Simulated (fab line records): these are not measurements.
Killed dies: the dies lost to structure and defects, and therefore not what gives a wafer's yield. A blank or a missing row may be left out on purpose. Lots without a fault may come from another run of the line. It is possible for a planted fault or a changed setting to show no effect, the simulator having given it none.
A lot that was struck, set against a sound lot    flow nandHarc    44 steps out of a route of 1159
Sound: wafers L894.2, L894.5, L894.6. Wafers L912.2, L912.4, L912.5 were the ones struck. The cause is given at the end.
For every step that has rows: the tool of each side, followed by ch and its chambers, followed by its first start. Under that, the readings that differ: sound wafers    struck wafers    difference of the means    sigmas: that difference in standard deviations of wafers without a fault.
alike: readings whose means differ by less than 2 such deviations, and words and numbers that are the same on both sides. not compared: withheld readings, readings that some wafer has no value for, bounds like >300 that may hide the same value, and numbers for which the record gives no deviation and whose values overlap.
Wherever a step has rows on one side only, a row that says differs or no value, or a row with sigmas, the two part there. Numbers that have no deviation but don't overlap get no sigmas and don't part them. Lack of a reading on every wafer of one side parts them only where that side has two or more wafers.

first, 7 steps without rows for these wafers: NHARC_P_GATE_HMDS_04 (time 30 s); NHARC_P_GATE_COAT_05; NHARC_P_GATE_SOFTBAKE_06 (time 95 s); NHARC_P_GATE_EBR_07; NHARC_P_GATE_EXPOSE_08 (exposes mask P HV); NHARC_P_GATE_PEB_09 (peb time 85 s); NHARC_P_GATE_DEVELOP_10 (time 70 s).
NHARC_P_GATE_CD_MEAS_11 targets a cd of 1640 nm.
  sound on cdSem-01 ch 0, day 4 07:12; struck on cdSem-01 ch 0, day 8 15:15
  alike: cdNm
then, 1 step without rows for these wafers: NHARC_P_GATE_HARDBAKE_12 (time 80 s).
NHARC_P_GATE_DESCUM_13: chemistry O2, time 3 s.
  sound on rieDiel-12 ch 2,3, day 4 07:21; struck on rieDiel-12 ch 0,2,3, day 8 15:30
  alike: drypumpMotorCurrentA, oesProductAu, rfVppV, showerheadPlenumPTorr, throttleValvePct
  not compared: rfHoursCounterH
then, 2 steps without rows for these wafers: NHARC_P_GATE_ETCH_14 (etches SiO2 in dHF, target depth 48.8 nm); NHARC_P_GATE_STRIP_15 (strips in SPM, time 780 s).
NHARC_P_GATE_PRECLEAN_71: cleans in SC1.
  sound on wetBench-05 ch 3,4,7, day 4 07:35; struck on wetBench-06 ch 0,1,6, day 8 15:43
then, 13 steps without rows for these wafers: NHARC_P_GATE_SRD_72; NHARC_P_GATE_OXIDE_16 (material SiO2, target thk 3 nm, ox time 392 s); NHARC_P_GATE_CVD_17 (deposits poly-Si, target thk 150 nm, time 900 s); NHARC_P_GATE_HM_DEP_102 (deposits aC, target thk 120 nm); NHARC_P_GATE_DEP_103 (deposits SiON, target thk 30 nm); NHARC_P_GATE_DEHYDRATE_18 (time 120 s); NHARC_P_GATE_HMDS_19 (time 30 s); NHARC_P_GATE_COAT_20 (resist thk 90 nm); NHARC_P_GATE_SOFTBAKE_21 (time 55 s); NHARC_P_GATE_EBR_22; NHARC_P_GATE_EXPOSE_23 (exposes mask P GATE, target cd 120 nm); NHARC_P_GATE_PEB_24 (peb time 65 s); NHARC_P_GATE_DEVELOP_25 (develop time 35 s).
NHARC_P_GATE_CD_MEAS_26 targets a cd of 120 nm.
  sound on cdSem-03 ch 0, day 4 23:24; struck on cdSem-03 ch 0, day 9 06:58
  alike: cdNm
NHARC_P_GATE_OVL_MEAS_27:
  sound on overlay-02 at day 4 23:29; struck on overlay-02 at day 9 07:04
reading          sound        struck          difference  sigmas
overlayYNm (nm)  0.6 1.5 0.8  -0.4 -1.1 -0.5  -1.6        -2
  alike: overlayXNm
NHARC_P_GATE_INSPECT_28:
  sound on defectInspect-01 at day 4 23:31; struck on defectInspect-01 at day 9 07:06
  alike: rawDefectCount
NHARC_P_GATE_DESCUM_31: chemistry O2, time 3 s.
  sound on rieDiel-02 ch 0,3, day 4 23:41; struck on rieDiel-03 ch 1,3, day 9 07:10
reading                   sound        struck       difference  sigmas
drypumpMotorCurrentA (A)  6.7 6.7 5.4  5.3 5.2 5.3  -1.0        -3
  alike: oesProductAu, rfVppV, showerheadPlenumPTorr, throttleValvePct
  not compared: rfHoursCounterH
then, 4 steps without rows for these wafers: NHARC_P_GATE_ETCH_104 (etches the open film in CF4/CHF3, target depth 60 nm); NHARC_P_GATE_HM_OPEN_105 (chemistry O2/COS, target depth 360 nm); NHARC_P_GATE_STRIP_106 (strips in O2/COS); NHARC_P_GATE_ETCH_114 (etches the open film in CF4/O2, target depth 30 nm, overetch 3 nm, time 16.5 s).
NHARC_P_GATE_ETCH_32: etches the open film in HBr/Cl2, target depth 150 nm, time 100.1 s.
  sound on rieSi-03 ch 0,1,3, day 5 02:22; struck on rieSi-02 ch 2,3, day 9 07:54
  alike: drypumpMotorCurrentA, oesProductAu, throttleValvePct
  not compared: rfHoursCounterH
NHARC_P_GATE_STRIP_108: strips in O2.
  sound on rieDiel-03 ch 1,2,3, day 5 02:31; struck on rieDiel-03 ch 1,3, day 9 08:05
  alike: drypumpMotorCurrentA, oesProductAu, rfVppV, showerheadPlenumPTorr, throttleValvePct
  not compared: rfHoursCounterH
NHARC_P_GATE_CD_MEAS_33:
  sound on cdSem-01 at day 5 02:40; struck on cdSem-01 at day 9 08:14
reading    sound              struck             difference  sigmas
cdNm (nm)  123.7 123.1 124.4  117.6 117.0 114.8  -7.3        -2
then, 3 steps without rows for these wafers: NHARC_P_GATE_STRIP_35 (strips in SPM, time 600 s); NHARC_P_GATE_PRECLEAN_73 (cleans in SC1); NHARC_P_GATE_SRD_74.
NHARC_P_GATE_ALD_36: deposits SiNx, target thk 20 nm, pulse time 60 s, ald cycles 223.
  sound on aldSin-03 ch 0,1, day 5 03:33; struck on aldSin-01 ch 0,1, day 9 09:45
  alike: heaterPowerOuterW, heaterPowerW, precursorPulseHeightRel
then, 1 step without rows for these wafers: NHARC_P_GATE_ETCHBACK_37 (etches the open film in CHF3/O2, target depth 34.5 nm, time 17.2 s).
-- break in the record here, with 15 days between the starts of the struck wafers on either side (left off in module P_GATE, picked up again in module END, where the first step shown is number 1158 on the route) --
NHARC_END_WLT_00:
  sound on prober-02 at day 19 22:55; struck on prober-01 at day 23 23:25
reading                            sound              struck             difference  sigmas
VT_DECK1_BOTTOM                    0.859 0.859 0.866  0.901 0.905 0.913  +0.045      +5
VT_DECK1_BOTTOM_INNER              0.857 0.863 0.862  0.896 0.899 0.911  +0.041      +4
VT_DECK1_MEDIAN_NEAR_BOTTOM        0.872 0.869 0.870  0.888 0.906 0.910  +0.031      +4
VT_DECK1_MEDIAN_NEAR_BOTTOM_INNER  0.869 0.865 0.859  0.901 0.904 0.907  +0.040      +4
VT_DECK1_MIDDLE                    0.875 0.882 0.877  0.913 0.918 0.924  +0.040      +5
VT_DECK1_MIDDLE_INNER              0.879 0.871 0.871  0.905 0.918 0.923  +0.042      +5
VT_DECK1_TOP                       0.887 0.886 0.881  0.926 0.928 0.927  +0.042      +5
VT_DECK1_TOP_INNER                 0.880 0.886 0.890  0.917 0.920 0.925  +0.035      +5
after that, 1 step had no rows for these wafers: NHARC_END_SORT_01.

== WHERE THEY PART ==
First at NHARC_P_GATE_OVL_MEAS_27; last, within this record, at NHARC_END_WLT_00.

WHY: the cause the simulator had injected
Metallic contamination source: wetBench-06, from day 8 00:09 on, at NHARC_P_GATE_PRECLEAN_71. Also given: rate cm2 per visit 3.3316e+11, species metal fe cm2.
